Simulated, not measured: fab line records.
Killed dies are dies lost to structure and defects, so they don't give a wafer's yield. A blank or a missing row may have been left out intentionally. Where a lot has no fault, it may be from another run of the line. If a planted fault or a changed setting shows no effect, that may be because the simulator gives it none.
Lot-split experiment | flow n5-finfet | 7 lots, 21 wafers read, on a route of 1938 steps

== SPLIT DETAILS ==
At N5_BEOL_M4_TRENCH_ETCH_37 (etches SiOC in C4F6/O2, target depth 55.555 nm, time 29.2 s), the setting time-s was moved away from the recipe's 29.2 s on 8 of the 21 wafers read, by -20.7% to +21.2%. For the rest of the wafers, this setting stayed at what the recipe calls for.

== FROM THE SPLIT TO THE READING: what the file shows between them, 8 steps ==
- N5_BEOL_M4_ETCH_41: etches SiCN in CH3F/O2, target depth 29.9 nm, time 52.5 s
- N5_BEOL_M4_STRIP_97: strips in N2/H2, time 10 s
- N5_BEOL_M4_OCD_MEAS_38
- N5_BEOL_M4_HM_STRIP_39: strips TiN in peroxide tin strip, target depth 25 nm, time 158 s
- N5_BEOL_M4_SRD_40: time 30 s
- N5_BEOL_M4_ECD_50: material Cu, target thk 300 nm
- N5_BEOL_M4_ANNEAL_51: time 90 s
- N5_BEOL_M4_CMP_52: polishes, stops on SiOC, t overpolish 6.8 s, target thk 40 nm

== THE READING ==
M4_THK, in nm, at N5_BEOL_M4_THK_MEAS_53 (measures by xrf). Typical for fault-free wafers on this fab line: 40.1 nm, with standard deviation 1.4 nm.

wafer  | tool, chamber at the split | time-s as run, s | against the recipe | M4_THK, nm | against lot-mates on the recipe
L077.1 | rie-diel-06, 0             | 29.2             | recipe             | 38.6       | -
L077.4 | rie-diel-06, 1             | 29.2             | recipe             | 40.2       | -
L077.5 | rie-diel-06, 1             | 29.2             | recipe             | 42.2       | -
L075.2 | rie-diel-02, 0             | 34.41            | +17.8%             | 51.2       | +9.5
L075.3 | rie-diel-02, 3             | 29.2             | recipe             | 42.4       | -
L075.6 | rie-diel-02, 1             | 29.2             | recipe             | 41.1       | -
L082.2 | rie-diel-06, 0             | 29.2             | recipe             | 40.4       | -
L082.4 | rie-diel-06, 1             | 25.18            | -13.8%             | 34.2       | -5.4
L082.5 | rie-diel-06, 0             | 29.2             | recipe             | 38.9       | -
L083.2 | rie-diel-02, 1             | 35.4             | +21.2%             | 53.8       | no lot-mate on the recipe
L083.3 | rie-diel-02, 0             | 35.4             | +21.2%             | 50.7       | no lot-mate on the recipe
L083.6 | rie-diel-02, 1             | 35.4             | +21.2%             | 53.4       | no lot-mate on the recipe
L088.1 | rie-diel-02, 1             | 29.2             | recipe             | 40.3       | -
L088.2 | rie-diel-02, 0             | 31.07            | +6.4%              | 43.3       | +2.6
L088.6 | rie-diel-02, 1             | 29.2             | recipe             | 41.0       | -
L089.1 | rie-diel-02, 1             | 31.09            | +6.5%              | 43.5       | +4.6
L089.3 | rie-diel-02, 3             | 29.2             | recipe             | 38.7       | -
L089.4 | rie-diel-02, 0             | 29.2             | recipe             | 39.1       | -
L097.2 | rie-diel-01, 0             | 23.16            | -20.7%             | 28.2       | -14.3
L097.4 | rie-diel-01, 3             | 29.2             | recipe             | 41.0       | -
L097.5 | rie-diel-01, 3             | 29.2             | recipe             | 43.9       | -

THE FIT
A straight line over all 21 wafers: M4_THK changes by +0.564 nm for each +1% of time-s; r = +0.97; the points scatter about the line by 1.5 nm.
The same after taking each lot's own level away (the mean of its wafers on the recipe; 18 wafers): +0.574 nm for each +1%; r = +0.96; scatter 1.3 nm.
The reading moves by 12 nm for the largest change in time-s, on that fit.
Across the lots, their own levels run from 38.90 to 42.45 nm, a range of 2.5 times the standard deviation given above.
Consequently the slope shifts little with the lot-to-lot level, the two slopes agreeing.
Check: -9.89 nm against its lot-mates is what the line predicts for one of the wafers moved furthest among these (-20.7%) when that wafer is left out of the fit. Against them it came out at -14.3 nm.

== OTHER SPLITS APPLIED TO THESE WAFERS ==
Other splits were also applied to these wafers ahead of the reading. Each is held against what the fit with the lots' levels taken away leaves over:
other split on the same wafers | wafers away from the commonest value | r with M4_THK (lot level and that fit taken away)
N5_BEOL_M2_EXPOSE_25 dose-mj   | 7                                    | +0.35

== THE WHOLE CHAIN: every reading that the file lists as answering this split, in the file's order ==
step                      | what it does                                                  | reading                                                                      | change (the file's fit)               | r (the file's)
N5_BEOL_M4_TRENCH_ETCH_37 | etches SiOC in C4F6/O2, target depth 55.555 nm, time 29.2 s   | BEOL_M4.feature-depth-nm (the simulator's own value, which no gauge read)    | +0.552 nm for each +1% of the setting | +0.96
N5_BEOL_M4_TRENCH_ETCH_37 | etches SiOC in C4F6/O2, target depth 55.555 nm, time 29.2 s   | etch.depth-nm (the simulator's own value, which no gauge read)               | +0.552 nm for each +1% of the setting | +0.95
N5_BEOL_M4_OCD_MEAS_38    |                                                               | trench-depth-nm                                                              | +0.539 nm for each +1% of the setting | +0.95
N5_BEOL_M4_CMP_52         | polishes, stops on SiOC, t overpolish 6.8 s, target thk 40 nm | Cu_of_BEOL_M4_ECD_50.thk-nm (the simulator's own value, which no gauge read) | +0.565 nm for each +1% of the setting | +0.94
N5_BEOL_M4_THK_MEAS_53    | measures by xrf                                               | M4_THK                                                                       | +0.574 for each +1% of the setting    | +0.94

== THE FILE'S OWN FIT ==
M4_THK changes by +0.574 nm for each +1% of time-s, r = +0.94.
